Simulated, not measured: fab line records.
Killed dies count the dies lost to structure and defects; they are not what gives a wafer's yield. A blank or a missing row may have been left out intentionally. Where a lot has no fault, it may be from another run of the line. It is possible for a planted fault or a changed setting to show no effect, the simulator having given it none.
A struck lot beside a sound one | flow nand harc | 39 out of 1159 route steps
Sound: these wafers, L776.1, L776.2, L776.3. The struck wafers were L783.3, L783.5, L783.6. The cause comes at the end.
Per side, at each step with rows, come the tool, then ch with its chambers, and then its first start. Under that, the readings that differ: sound wafers | struck wafers | difference of the means | sigmas: that difference in standard deviations of wafers without a fault.
alike: readings whose means differ by less than 2 such deviations, and words and numbers that are the same on both sides. not compared: withheld readings, readings that some wafer has no value for, bounds like >300 that may hide the same value, and numbers for which the record gives no deviation and whose values overlap.
The two part at a step that has a row with sigmas, a row that says differs or no value, or rows on one side only. Numbers that have no deviation but don't overlap get no sigmas and don't part them. A reading missing from all wafers of one side parts the sides only when that side holds two or more wafers.

NHARC_P_M0_CD_MEAS_09 targets a cd of 90 nm.
  sound on cd sem-02 ch 0, day 6 14:46; struck on cd sem-01 ch 0, day 9 00:19
  alike: cd nm
NHARC_P_M0_OVL_MEAS_10: pitch 180 nm.
  sound on overlay-01, day 6 14:52; struck on overlay-02, day 9 00:24
  alike: overlay x nm, overlay y nm
NHARC_P_M0_INSPECT_11:
  sound on defect inspect-02, day 6 14:53; struck on defect inspect-01, day 9 00:26
  alike: raw defect count
then, 1 step without rows for these wafers: NHARC_P_M0_DESCUM_14 (chemistry O2, time 3 s).
NHARC_P_M0_ETCH_34: etches the open film in N2/H2, target depth 40 nm, overetch 12 nm, time 43.94 s.
  sound on rie diel-05 ch 0,2,3, day 6 15:02; struck on rie diel-05 ch 0,1, day 9 00:35
  reading               | sound             | struck            | difference | sigmas
  oes product au (a.u.) | 0.996 1.002 1.016 | 0.986 0.973 0.981 | -0.025     | -2
  alike: drypump motor current A, n2 flow sccm, rf fwd power W, rf vpp V, showerhead plenum p Torr, throttle valve pct
  not compared: rf hours counter h
NHARC_P_M0_ETCH_15: etches the open film in C4F8/Ar, target depth 150 nm, overetch 15 nm, time 82.5 s.
  sound on rie diel-05 ch 0,1,2; struck on rie diel-05 ch 1,2,3
  alike: oes product au, rf fwd power W, rf vpp V
  not compared: rf hours counter h
NHARC_P_M0_CD_MEAS_16:
  sound on cd sem-02, day 6 15:15; struck on cd sem-01, day 9 00:48
  alike: cd nm
then, 5 steps without rows for these wafers: NHARC_P_M0_STRIP_18 (strips in N2/H2); NHARC_P_M0_STRIP_19 (strips in post etch residue remover, time 600 s); NHARC_P_M0_DEGAS_28 (time 60 s); NHARC_P_M0_PRE_CLEAN_29 (time 30 s); NHARC_P_M0_PVD_20 (deposits TaN, target thk 5 nm, time 8.06 s).
NHARC_P_M0_PVD_21: deposits Cu, target thk 30 nm, time 20.49 s.
  sound on pvd sputter-01, day 6 16:07; struck on pvd sputter-01, day 9 01:39
  alike: throttle valve pct
then, 2 steps without rows for these wafers: NHARC_P_M0_ECD_22 (material Cu, target thk 400 nm); NHARC_P_M0_ANNEAL_30 (time 90 s).
NHARC_P_M0_CMP_23: polishes, t overpolish 20 s, target thk 117.53 nm.
  sound on cmp-03 ch 0,1,2, day 6 16:58; struck on cmp-01 ch 0,3, day 9 02:37
  alike: motor current A, time to endpoint s
then, 2 steps without rows for these wafers: NHARC_P_M0_SRD_25; NHARC_P_M0_PRE_CLEAN_31 (time 12 s).
NHARC_P_M0_DEP_32: deposits SiCN, target thk 30 nm.
  sound on pecvd-01 ch 0,1,2, day 6 17:37; struck on pecvd-02 ch 1,2, day 9 03:18
  alike: heater power w, rf fwd power W
then, 10 steps without rows for these wafers: NHARC_P_M1_DEP_00 (deposits SiOC, target thk 182.5 nm); NHARC_P_M1_DEHYDRATE_01 (time 120 s); NHARC_P_M1_HMDS_02 (time 30 s); NHARC_P_M1_COAT_34 (time 65 s); NHARC_P_M1_COAT_03 (resist thk 90 nm); NHARC_P_M1_SOFTBAKE_04 (time 55 s); NHARC_P_M1_EBR_05; NHARC_P_M1_EXPOSE_06 (exposes mask P M1, target cd 130 nm); NHARC_P_M1_PEB_07 (peb time 65 s); NHARC_P_M1_DEVELOP_08 (develop time 35 s).
NHARC_P_M1_CD_MEAS_09 targets a cd of 130 nm.
  sound on cd sem-03 ch 0, day 6 18:52; struck on cd sem-02 ch 0, day 9 04:29
  alike: cd nm
NHARC_P_M1_OVL_MEAS_10: pitch 260 nm.
  sound on overlay-01, day 6 18:57; struck on overlay-01, day 9 04:35
  alike: overlay x nm, overlay y nm
then, 3 steps without rows for these wafers: NHARC_P_M1_DESCUM_14 (chemistry O2, time 3 s); NHARC_P_M1_ETCH_35 (etches the open film in N2/H2, target depth 40 nm, overetch 12 nm, time 43.94 s); NHARC_P_M1_ETCH_15 (etches the open film in C4F8/Ar, target depth 182.5 nm, time 91.2 s).
NHARC_P_M1_CD_MEAS_16:
  sound on cd sem-01, day 6 19:21; struck on cd sem-02, day 9 04:59
  alike: cd nm
then, 1 step without rows for these wafers: NHARC_P_M1_STRIP_18 (strips in N2/H2).
NHARC_P_M1_ETCH_28: etches the open film in CF4/N2, target depth 30 nm, time 72.99 s.
  sound on rie diel-02 ch 0,1,3; struck on rie diel-02 ch 0,1
  alike: drypump motor current A, n2 flow sccm, oes product au, rf fwd power W, rf vpp V, showerhead plenum p Torr, throttle valve pct
  not compared: rf hours counter h
then, 1 step without rows for these wafers: NHARC_P_M1_STRIP_19 (strips in post etch residue remover, time 600 s).
-- record jumps: 13 days between struck wafers' starts before vs after; left off in module P_M1, resumes in module END, first step shown is number 1159 of the route --
NHARC_END_SORT_01:
  here the record holds rows for the struck wafers (prober-01 ch 0, day 22 00:50) but none for the sound ones

WHERE THEY PART
At NHARC_P_M0_ETCH_34 first; at NHARC_END_SORT_01 last (within this record only).

WHY: what the simulator had put in
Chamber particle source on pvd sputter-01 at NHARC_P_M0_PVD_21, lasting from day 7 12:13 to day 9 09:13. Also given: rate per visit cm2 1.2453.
